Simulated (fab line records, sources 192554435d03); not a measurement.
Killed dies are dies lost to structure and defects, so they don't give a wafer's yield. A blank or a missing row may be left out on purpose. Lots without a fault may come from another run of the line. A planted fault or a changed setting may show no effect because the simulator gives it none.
One fault seen from 2 desks | flow n5_finfet | each desk has only its own numbers; what lay behind them comes last

THE TOOL OWNER'S DESK: rie_si-06
The tool's own readings at N5_FIN_SAQP_MANDREL_ETCH_58 (etches a-Si in HBr/Cl2, stops on SiNx, target depth 45 nm, bt time 10 s, time 27 s): means of the sampled wafers that have a number, for each lot that ran on this tool. A lot is out of limits, marked OUT, if its mean lies more than 4 standard deviations from the usual mean; the brackets give that distance.
Columns: A = drypump_motor_current_A at N5_FIN_SAQP_MANDREL_ETCH_58, usual 5.8 A; B = oes_product_au at N5_FIN_SAQP_MANDREL_ETCH_58, usual 0.700 a.u.; C = rf_fwd_power_W at N5_FIN_SAQP_MANDREL_ETCH_58, usual 795 W; D = throttle_valve_pct at N5_FIN_SAQP_MANDREL_ETCH_58, usual 35.6 %
lot  | first seen here | A   | B                | C   | D
L424 | day 3 01:46     | 6.0 | 0.704            | 793 | 35.2
L425 | day 3 10:08     | 5.7 | 0.687            | 796 | 35.2
L437 | day 6 06:14     | 6.0 | 0.639 (-4.7) OUT | 790 | 35.7
L441 | day 7 05:47     | 6.1 | 0.659            | 796 | 35.4
This desk's finding: out of limits on L437; first on L437, day 6 06:14 (oes_product_au at N5_FIN_SAQP_MANDREL_ETCH_58). In limits: L424, L425, L441.

THE METROLOGY DESK
What the gauges read, lot by lot, whatever tool the lot ran on: means of the sampled wafers that have a number. A lot is out of limits, marked OUT, if its mean lies more than 4 standard deviations from the usual mean; the brackets give that distance. Of its 10 readings 7 are shown: those that lie furthest out on some lot.
Columns: A = DIBL_N at N5_BEOL_M4_RC_MEAS_101, usual 36.0 mV/V; B = DIBL_P at N5_BEOL_M4_RC_MEAS_101, usual 35.9 mV/V; C = IOFF_N at N5_BEOL_M4_RC_MEAS_101, usual 0.16 nA/um; D = IOFF_P at N5_BEOL_M4_RC_MEAS_101, usual 0.21 nA/um; E = ION_P at N5_BEOL_M4_RC_MEAS_101, usual 463 uA/um; F = VT_N at N5_BEOL_M4_RC_MEAS_101, usual 250 mV; G = VT_P at N5_BEOL_M4_RC_MEAS_101, usual -251 mV
lot  | first seen here | A    | B    | C    | D    | E   | F   | G
L424 | day 9 00:44     | 33.1 | 32.1 | 0.11 | 0.15 | 459 | 258 | -255
L425 | day 9 03:22     | 36.0 | 35.7 | 0.16 | 0.20 | 461 | 249 | -251
L438 | day 12 00:15    | 37.9 | 35.9 | 0.16 | 0.21 | 466 | 249 | -251
L437 | day 12 02:56    | 37.2 | 38.2 | 0.19 | 0.24 | 467 | 245 | -250
L441 | day 13 02:10    | 34.3 | 33.9 | 0.14 | 0.22 | 465 | 252 | -248
L440 | day 13 05:34    | 35.7 | 36.3 | 0.16 | 0.21 | 464 | 250 | -252
L443 | day 13 18:21    | 35.8 | 37.2 | 0.18 | 0.26 | 477 | 245 | -246
This desk's finding: nothing out of limits on any of the 7 lots.

PUT TOGETHER
The tool owner's desk could have raised an alarm at day 6 06:14, on L437.
The metrology desk saw nothing out of limits.
The metrology desk has L437 on record, within its limits.
Of the lots named, all ran N5_FIN_SAQP_MANDREL_ETCH_58 on rie_si-06.

WHAT THE SIMULATOR HAD PUT IN
Process parameter drift: rie_si-06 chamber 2, from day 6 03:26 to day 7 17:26, at N5_FIN_SAQP_MANDREL_ETCH_58. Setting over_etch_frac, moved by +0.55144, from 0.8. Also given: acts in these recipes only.
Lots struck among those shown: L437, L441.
Hours from the fault's start to each desk's first reading out of limits: the tool owner's desk, 3.
